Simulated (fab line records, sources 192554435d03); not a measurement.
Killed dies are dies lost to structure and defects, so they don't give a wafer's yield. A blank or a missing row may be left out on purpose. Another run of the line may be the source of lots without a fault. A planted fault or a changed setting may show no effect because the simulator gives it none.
What tool caused it? :: flow n5_finfet :: Sampling: 23 lots, 69 wafers, 3 of 1938 route steps

WHAT EACH GAUGE READ, for each wafer
N5_BEOL_M8_CD_MEAS_28: the cd target is 40 nm.
lot: L075
measured: day 9 10:25
on: cd_sem-01
cd_nm (nm): 40.25 40.06 39.83

lot: L074
measured: day 9 09:52
on: cd_sem-03
cd_nm (nm): 40.45 40.19 40.20

lot: L077
measured: day 9 14:20
on: cd_sem-01
cd_nm (nm): 39.70 40.08 39.80

lot: L076
measured: day 9 14:36
on: cd_sem-02
cd_nm (nm): 40.06 39.97 40.07

lot: L078
measured: day 10 01:35
on: cd_sem-03
cd_nm (nm): 40.04 40.13 40.44

lot: L080
measured: day 10 07:58
on: cd_sem-03
cd_nm (nm): 40.09 40.04 40.27

lot: L079
measured: day 10 08:01
on: cd_sem-01
cd_nm (nm): 39.87 40.07 40.02

lot: L081
measured: day 10 11:02
on: cd_sem-01
cd_nm (nm): 39.92 40.05 40.51

lot: L082
measured: day 10 16:56
on: cd_sem-02
cd_nm (nm): 40.09 39.94 40.06

lot: L083
measured: day 11 18:22
on: cd_sem-03
cd_nm (nm): 40.50 40.52 40.18

lot: L086
measured: day 12 00:10
on: cd_sem-01
cd_nm (nm): 39.93 39.83 40.79

lot: L084
measured: day 12 00:00
on: cd_sem-02
cd_nm (nm): 40.28 39.96 39.91

lot: L085
measured: day 12 00:13
on: cd_sem-03
cd_nm (nm): 39.86 40.09 40.21

lot: L087
measured: day 12 10:25
on: cd_sem-03
cd_nm (nm): 40.40 40.17 40.10

lot: L088
measured: day 12 20:37
on: cd_sem-03
cd_nm (nm): 39.86 39.88 40.10

lot: L089
measured: day 12 22:46
on: cd_sem-02
cd_nm (nm): 40.08 40.10 39.76

lot: L091
measured: day 12 22:50
on: cd_sem-02
cd_nm (nm): 39.77 39.74 39.98

lot: L090
measured: day 13 00:30
on: cd_sem-02
cd_nm (nm): 39.65 40.30 40.33

lot: L093
measured: day 13 19:25
on: cd_sem-02
cd_nm (nm): 40.15 40.41 40.58

lot: L092
measured: day 14 04:22
on: cd_sem-03
cd_nm (nm): 40.29 39.92 40.25

lot: L094
measured: day 14 07:59
on: cd_sem-02
cd_nm (nm): 40.39 40.02 39.76

lot: L096
measured: day 15 12:27
on: cd_sem-03
cd_nm (nm): 39.92 39.83 40.02

lot: L097
measured: day 15 15:08
on: cd_sem-02
cd_nm (nm): 40.33 40.45 39.86

N5_BEOL_M8_OVL_MEAS_29.
lot: L075
measured: day 9 10:28
on: overlay-02
V7_OVL (nm): 0.1 0.6 -0.6

lot: L074
measured: day 9 09:54
on: overlay-02
V7_OVL (nm): -0.6 0.7 0.0

lot: L077
measured: day 9 14:22
on: overlay-02
V7_OVL (nm): -0.5 0.1 -0.7

lot: L076
measured: day 9 14:38
on: overlay-01
V7_OVL (nm): -1.0 -0.7 -0.6

lot: L078
measured: day 10 01:37
on: overlay-02
V7_OVL (nm): -0.5 -1.5 -0.5

lot: L080
measured: day 10 08:00
on: overlay-02
V7_OVL (nm): -0.3 -0.9 -1.1

lot: L079
measured: day 10 08:03
on: overlay-01
V7_OVL (nm): 0.1 0.0 -0.1

lot: L081
measured: day 10 11:04
on: overlay-01
V7_OVL (nm): -0.5 -0.7 -0.9

lot: L082
measured: day 10 16:59
on: overlay-01
V7_OVL (nm): 0.0 -0.8 -0.8

lot: L083
measured: day 11 18:24
on: overlay-01
V7_OVL (nm): -0.6 1.1 1.3

lot: L086
measured: day 12 00:13
on: overlay-01
V7_OVL (nm): -0.3 -0.1 -0.1

lot: L084
measured: day 12 00:02
on: overlay-02
V7_OVL (nm): -0.1 -0.6 -0.6

lot: L085
measured: day 12 00:16
on: overlay-02
V7_OVL (nm): -0.2 0.7 1.4

lot: L087
measured: day 12 10:27
on: overlay-02
V7_OVL (nm): 1.2 0.2 0.0

lot: L088
measured: day 12 20:38
on: overlay-01
V7_OVL (nm): -1.6 -2.0 -0.8

lot: L089
measured: day 12 22:47
on: overlay-02
V7_OVL (nm): -0.3 -1.6 0.0

lot: L091
measured: day 12 22:52
on: overlay-02
V7_OVL (nm): -0.8 -0.6 -0.6

lot: L090
measured: day 13 00:32
on: overlay-02
V7_OVL (nm): -1.0 -0.8 -0.7

lot: L093
measured: day 13 19:27
on: overlay-02
V7_OVL (nm): -0.8 -0.7 0.1

lot: L092
measured: day 14 04:24
on: overlay-02
V7_OVL (nm): 1.1 -1.9 0.2

lot: L094
measured: day 14 08:01
on: overlay-02
V7_OVL (nm): -0.3 -0.3 -0.1

lot: L096
measured: day 15 12:29
on: overlay-01
V7_OVL (nm): -1.0 -1.0 -0.8

lot: L097
measured: day 15 15:10
on: overlay-01
V7_OVL (nm): -1.5 -0.2 -1.1

EACH LOT AND THE TOOL THAT RAN IT (in order: tool; ch and the chambers of the sampled wafers; start)
lot: L075
N5_BEOL_M8_ETCH_62: rie_diel-01 ch 0,1,3, day 9 06:34

lot: L074
N5_BEOL_M8_ETCH_62: rie_diel-03 ch 0,1,2, day 9 08:25

lot: L077
N5_BEOL_M8_ETCH_62: rie_diel-02 ch 0,2,3, day 9 11:17

lot: L076
N5_BEOL_M8_ETCH_62: rie_diel-02 ch 1,2,3, day 9 11:32

lot: L078
N5_BEOL_M8_ETCH_62: rie_diel-03 ch 0,1,2, day 10 00:53

lot: L080
N5_BEOL_M8_ETCH_62: rie_diel-02 ch 0,2,3, day 10 06:38

lot: L079
N5_BEOL_M8_ETCH_62: rie_diel-01 ch 1,2,3, day 10 06:52

lot: L081
N5_BEOL_M8_ETCH_62: rie_diel-02 ch 1,2,3, day 10 09:36

lot: L082
N5_BEOL_M8_ETCH_62: rie_diel-03 ch 0,1,3, day 10 16:16

lot: L083
N5_BEOL_M8_ETCH_62: rie_diel-02 ch 0,2,3, day 11 15:20

lot: L086
N5_BEOL_M8_ETCH_62: rie_diel-03 ch 0,2, day 11 19:52

lot: L084
N5_BEOL_M8_ETCH_62: rie_diel-03 ch 0,1,3, day 11 21:13

lot: L085
N5_BEOL_M8_ETCH_62: rie_diel-01 ch 2,3, day 11 21:59

lot: L087
N5_BEOL_M8_ETCH_62: rie_diel-01 ch 0,1,3, day 12 09:19

lot: L088
N5_BEOL_M8_ETCH_62: rie_diel-01 ch 1,2,3, day 12 19:35

lot: L089
N5_BEOL_M8_ETCH_62: rie_diel-02 ch 1,2, day 12 20:52

lot: L091
N5_BEOL_M8_ETCH_62: rie_diel-03 ch 0,2, day 12 21:35

lot: L090
N5_BEOL_M8_ETCH_62: rie_diel-03 ch 0,1, day 12 23:40

lot: L093
N5_BEOL_M8_ETCH_62: rie_diel-02 ch 0,1,2, day 13 18:36

lot: L092
N5_BEOL_M8_ETCH_62: rie_diel-03 ch 0,2,3, day 14 02:26

lot: L094
N5_BEOL_M8_ETCH_62: rie_diel-01 ch 2,3, day 14 06:22

lot: L096
N5_BEOL_M8_ETCH_62: rie_diel-03 ch 0,1,3, day 15 11:46

lot: L097
N5_BEOL_M8_ETCH_62: rie_diel-03 ch 1,3, day 15 12:37
- N5_BEOL_M8_ETCH_62: etches SOC in N2/H2, target depth 110 nm, overetch 22 nm, time 165 s.

AS READ BY THE TOOLS THEMSELVES (means over the sampled wafers that have a number; for cases with no such wafer, the mark the record gives instead)
N5_BEOL_M8_ETCH_62.
lot: L075
tool: rie_diel-01
drypump_motor_current_A (A): 6.1
n2_flow_sccm (sccm): 200.6
oes_product_au (a.u.): 0.74
rf_fwd_power_W (W): 838.0
rf_vpp_V (V): 524.5
showerhead_plenum_p_Torr (Torr): 2.59
throttle_valve_pct (%): 17.48

lot: L074
tool: rie_diel-03
drypump_motor_current_A (A): 6.2
n2_flow_sccm (sccm): 200.2
oes_product_au (a.u.): 0.68
rf_fwd_power_W (W): 840.9
rf_vpp_V (V): 523.1
showerhead_plenum_p_Torr (Torr): 2.52
throttle_valve_pct (%): 17.62

lot: L077
tool: rie_diel-02
drypump_motor_current_A (A): 5.7
n2_flow_sccm (sccm): 199.7
oes_product_au (a.u.): 0.71
rf_fwd_power_W (W): 836.0
rf_vpp_V (V): 525.2
showerhead_plenum_p_Torr (Torr): 2.57
throttle_valve_pct (%): 17.72

lot: L076
tool: rie_diel-02
drypump_motor_current_A (A): 5.4
n2_flow_sccm (sccm): 199.8
oes_product_au (a.u.): 0.68
rf_fwd_power_W (W): 836.0
rf_vpp_V (V): 523.5
showerhead_plenum_p_Torr (Torr): 2.52
throttle_valve_pct (%): 17.85

lot: L078
tool: rie_diel-03
drypump_motor_current_A (A): 6.2
n2_flow_sccm (sccm): 199.9
oes_product_au (a.u.): 0.67
rf_fwd_power_W (W): 839.6
rf_vpp_V (V): 523.6
showerhead_plenum_p_Torr (Torr): 2.51
throttle_valve_pct (%): 17.62

lot: L080
tool: rie_diel-02
drypump_motor_current_A (A): 5.7
n2_flow_sccm (sccm): 199.8
oes_product_au (a.u.): 0.70
rf_fwd_power_W (W): 837.4
rf_vpp_V (V): 523.8
showerhead_plenum_p_Torr (Torr): 2.57
throttle_valve_pct (%): 17.75

lot: L079
tool: rie_diel-01
drypump_motor_current_A (A): 5.9
n2_flow_sccm (sccm): 200.3
oes_product_au (a.u.): 0.68
rf_fwd_power_W (W): 837.7
rf_vpp_V (V): 525.1
showerhead_plenum_p_Torr (Torr): 2.56
throttle_valve_pct (%): 17.61

lot: L081
tool: rie_diel-02
drypump_motor_current_A (A): 5.4
n2_flow_sccm (sccm): 200.2
oes_product_au (a.u.): 0.67
rf_fwd_power_W (W): 837.8
rf_vpp_V (V): 522.8
showerhead_plenum_p_Torr (Torr): 2.52
throttle_valve_pct (%): 17.87

lot: L082
tool: rie_diel-03
drypump_motor_current_A (A): 6.1
n2_flow_sccm (sccm): 199.5
oes_product_au (a.u.): 0.74
rf_fwd_power_W (W): 837.2
rf_vpp_V (V): 524.6
showerhead_plenum_p_Torr (Torr): 2.54
throttle_valve_pct (%): 17.65

lot: L083
tool: rie_diel-02
drypump_motor_current_A (A): 5.7
n2_flow_sccm (sccm): 200.2
oes_product_au (a.u.): 0.68
rf_fwd_power_W (W): 839.1
rf_vpp_V (V): 524.7
showerhead_plenum_p_Torr (Torr): 2.56
throttle_valve_pct (%): 17.77

lot: L086
tool: rie_diel-03
drypump_motor_current_A (A): 6.3
n2_flow_sccm (sccm): 199.8
oes_product_au (a.u.): 0.70
rf_fwd_power_W (W): 838.4
rf_vpp_V (V): 521.0
showerhead_plenum_p_Torr (Torr): 2.46
throttle_valve_pct (%): 17.48

lot: L084
tool: rie_diel-03
drypump_motor_current_A (A): 6.1
n2_flow_sccm (sccm): 200.1
oes_product_au (a.u.): 0.72
rf_fwd_power_W (W): 836.4
rf_vpp_V (V): 522.9
showerhead_plenum_p_Torr (Torr): 2.54
throttle_valve_pct (%): 17.66

lot: L085
tool: rie_diel-01
drypump_motor_current_A (A): 5.8
n2_flow_sccm (sccm): 200.0
oes_product_au (a.u.): 0.64
rf_fwd_power_W (W): 837.3
rf_vpp_V (V): 524.5
showerhead_plenum_p_Torr (Torr): 2.57
throttle_valve_pct (%): 17.60

lot: L087
tool: rie_diel-01
drypump_motor_current_A (A): 6.1
n2_flow_sccm (sccm): 200.0
oes_product_au (a.u.): 0.70
rf_fwd_power_W (W): 835.6
rf_vpp_V (V): 524.9
showerhead_plenum_p_Torr (Torr): 2.58
throttle_valve_pct (%): 17.54

lot: L088
tool: rie_diel-01
drypump_motor_current_A (A): 5.9
n2_flow_sccm (sccm): 199.1
oes_product_au (a.u.): 0.66
rf_fwd_power_W (W): 835.0
rf_vpp_V (V): 524.6
showerhead_plenum_p_Torr (Torr): 2.55
throttle_valve_pct (%): 17.65

lot: L089
tool: rie_diel-02
drypump_motor_current_A (A): 5.4
n2_flow_sccm (sccm): 200.8
oes_product_au (a.u.): 0.76
rf_fwd_power_W (W): 839.0
rf_vpp_V (V): 526.1
showerhead_plenum_p_Torr (Torr): 2.63
throttle_valve_pct (%): 17.80

lot: L091
tool: rie_diel-03
drypump_motor_current_A (A): 6.3
n2_flow_sccm (sccm): 199.9
oes_product_au (a.u.): 0.70
rf_fwd_power_W (W): 838.2
rf_vpp_V (V): 521.8
showerhead_plenum_p_Torr (Torr): 2.46
throttle_valve_pct (%): 17.49

lot: L090
tool: rie_diel-03
drypump_motor_current_A (A): 6.0
n2_flow_sccm (sccm): 199.9
oes_product_au (a.u.): 0.64
rf_fwd_power_W (W): 838.3
rf_vpp_V (V): 525.0
showerhead_plenum_p_Torr (Torr): 2.57
throttle_valve_pct (%): 17.69

lot: L093
tool: rie_diel-02
drypump_motor_current_A (A): 5.3
n2_flow_sccm (sccm): 199.8
oes_product_au (a.u.): 0.73
rf_fwd_power_W (W): 839.7
rf_vpp_V (V): 525.7
showerhead_plenum_p_Torr (Torr): 2.61
throttle_valve_pct (%): 17.68

lot: L092
tool: rie_diel-03
drypump_motor_current_A (A): 6.3
n2_flow_sccm (sccm): 200.0
oes_product_au (a.u.): 0.68
rf_fwd_power_W (W): 836.9
rf_vpp_V (V): 521.7
showerhead_plenum_p_Torr (Torr): 2.46
throttle_valve_pct (%): 17.68

lot: L094
tool: rie_diel-01
drypump_motor_current_A (A): 6.0
n2_flow_sccm (sccm): 199.3
oes_product_au (a.u.): 0.65
rf_fwd_power_W (W): 836.0
rf_vpp_V (V): 525.5
showerhead_plenum_p_Torr (Torr): 2.62
throttle_valve_pct (%): 17.62

lot: L096
tool: rie_diel-03
drypump_motor_current_A (A): 6.1
n2_flow_sccm (sccm): 200.6
oes_product_au (a.u.): 0.74
rf_fwd_power_W (W): 838.4
rf_vpp_V (V): 523.1
showerhead_plenum_p_Torr (Torr): 2.52
throttle_valve_pct (%): 17.58

lot: L097
tool: rie_diel-03
drypump_motor_current_A (A): 6.1
n2_flow_sccm (sccm): 199.5
oes_product_au (a.u.): 0.75
rf_fwd_power_W (W): 838.7
rf_vpp_V (V): 523.5
showerhead_plenum_p_Torr (Torr): 2.53
throttle_valve_pct (%): 17.75

THE ANSWER, worked out from the rows above alone
Rule: usual is defined by the lots themselves. The widest of any qualifying gaps counts: lots, ordered by their means at a reading, are off when they make up no more than a third of the lots, leave a main group of 4 or more, and stand apart from it by 3 or more times the standard deviation of that group's means. The tables above print the reading to a certain number of digits; a main group whose means all agree to those digits is not used. A lot without any number at a reading at which 4 lots or more have one is off too. Any other lot the step has rows for is counted as sound. The gauges are gone through in route order, then the tools' own readings, and for those a lot's mean is taken as printed above. The first step at which some lot is off is used, and at that step the reading that is off furthest; a lot without a number counts as furthest.
No lot is off on any of the readings shown, so nothing can be concluded from this.

WHAT THE SIMULATOR HAD INSERTED
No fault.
